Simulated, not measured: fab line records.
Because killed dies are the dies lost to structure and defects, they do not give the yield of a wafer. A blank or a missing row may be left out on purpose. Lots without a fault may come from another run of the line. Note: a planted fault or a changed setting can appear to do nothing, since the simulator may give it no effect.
Chamber matching || flow nand_harc || NHARC_A_STAIRCASE_CMP_450 on cmp-01: 4 sister chambers
The step polishes SiO2, target thk 200 nm. 16 wafers are shown with their chamber, then 8 later ones without.

WAFERS PAIRED WITH THEIR CHAMBERS
{"wafer": "L075.2", "chamber": 3, "motor_current_A (A)": 10.4, "slurry_flow_ml_min": 150.1}
{"wafer": "L075.3", "chamber": 0, "motor_current_A (A)": 13.3, "slurry_flow_ml_min": 149.5}
{"wafer": "L075.4", "chamber": 1, "motor_current_A (A)": 13.1, "slurry_flow_ml_min": 150.5}
{"wafer": "L079.1", "chamber": 3, "motor_current_A (A)": 10.2, "slurry_flow_ml_min": 150.2}
{"wafer": "L079.2", "chamber": 2, "motor_current_A (A)": 12.1, "slurry_flow_ml_min": 149.7}
{"wafer": "L079.5", "chamber": 1, "motor_current_A (A)": 12.2, "slurry_flow_ml_min": 149.7}
{"wafer": "L080.3", "chamber": 1, "motor_current_A (A)": 12.4, "slurry_flow_ml_min": 150.3}
{"wafer": "L080.5", "chamber": 1, "motor_current_A (A)": 11.7, "slurry_flow_ml_min": 149.8}
{"wafer": "L080.6", "chamber": 0, "motor_current_A (A)": 13.0, "slurry_flow_ml_min": 149.5}
{"wafer": "L083.1", "chamber": 1, "motor_current_A (A)": 12.7, "slurry_flow_ml_min": 149.6}
{"wafer": "L083.2", "chamber": 2, "motor_current_A (A)": 11.9, "slurry_flow_ml_min": 149.1}
{"wafer": "L083.5", "chamber": 3, "motor_current_A (A)": 10.4, "slurry_flow_ml_min": 149.7}
{"wafer": "L087.1", "chamber": 3, "motor_current_A (A)": 10.6, "slurry_flow_ml_min": 151.1}
{"wafer": "L087.5", "chamber": 1, "motor_current_A (A)": 12.4, "slurry_flow_ml_min": 149.6}
{"wafer": "L087.6", "chamber": 2, "motor_current_A (A)": 12.0, "slurry_flow_ml_min": 150.3}
{"wafer": "L091.2", "chamber": 0, "motor_current_A (A)": 12.6, "slurry_flow_ml_min": 150.2}

SIGNATURES (averages over the wafers above)
{"reading": "motor_current_A", "chamber 0": 12.967, "chamber 1": 12.417, "chamber 2": 12.000, "chamber 3": 10.400, "scatter within a chamber": 0.348}
{"reading": "slurry_flow_ml_min", "chamber 0": 149.733, "chamber 1": 149.917, "chamber 2": 149.700, "chamber 3": 150.275, "scatter within a chamber": 0.487}
Rule: for each reading, subtract the chamber's mean from the wafer's reading, divide by that reading's scatter and square the result; add these up over the readings and take the root, which gives the wafer's distance from the chamber. If the next closest chamber is less than 2 further off than the closest, the wafer can't be placed; otherwise it belongs to the closest. The scatter: take each reading less its chamber's mean, square it, sum over the shown wafers, divide by the number of wafers less the number of chambers, and take the root.

WAFERS MISSING THEIR CHAMBER
{"wafer": "L091.3", "motor_current_A (A)": 12.6, "slurry_flow_ml_min": 149.4}
{"wafer": "L091.6", "motor_current_A (A)": 12.6, "slurry_flow_ml_min": 150.6}
{"wafer": "L094.1", "motor_current_A (A)": 12.9, "slurry_flow_ml_min": 150.0}
{"wafer": "L094.3", "motor_current_A (A)": 12.1, "slurry_flow_ml_min": 150.2}
{"wafer": "L094.6", "motor_current_A (A)": 12.4, "slurry_flow_ml_min": 150.5}
{"wafer": "L097.2", "motor_current_A (A)": 12.2, "slurry_flow_ml_min": 149.9}
{"wafer": "L097.4", "motor_current_A (A)": 13.1, "slurry_flow_ml_min": 149.9}
{"wafer": "L097.5", "motor_current_A (A)": 13.0, "slurry_flow_ml_min": 149.7}

WHICH CHAMBER EACH WENT THROUGH
{"wafer": "L091.3", "from the rows above": "can't be placed: 1 or 0 or 2", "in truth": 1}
{"wafer": "L091.6", "from the rows above": "can't be placed: 1 or 0 or 2", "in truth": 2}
{"wafer": "L094.1", "from the rows above": "can't be placed: 0 or 1", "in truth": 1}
{"wafer": "L094.3", "from the rows above": "can't be placed: 2 or 1 or 0", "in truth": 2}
{"wafer": "L094.6", "from the rows above": "can't be placed: 1 or 2 or 0", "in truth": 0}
{"wafer": "L097.2", "from the rows above": "can't be placed: 1 or 2 or 0", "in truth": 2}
{"wafer": "L097.4", "from the rows above": "can't be placed: 0 or 1", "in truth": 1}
{"wafer": "L097.5", "from the rows above": "can't be placed: 0 or 1", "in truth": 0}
Correctly placed: 0 of 8. From these rows, 8 cannot be placed; in 8 the true chamber is one of the candidates. Placed wrongly: 0.
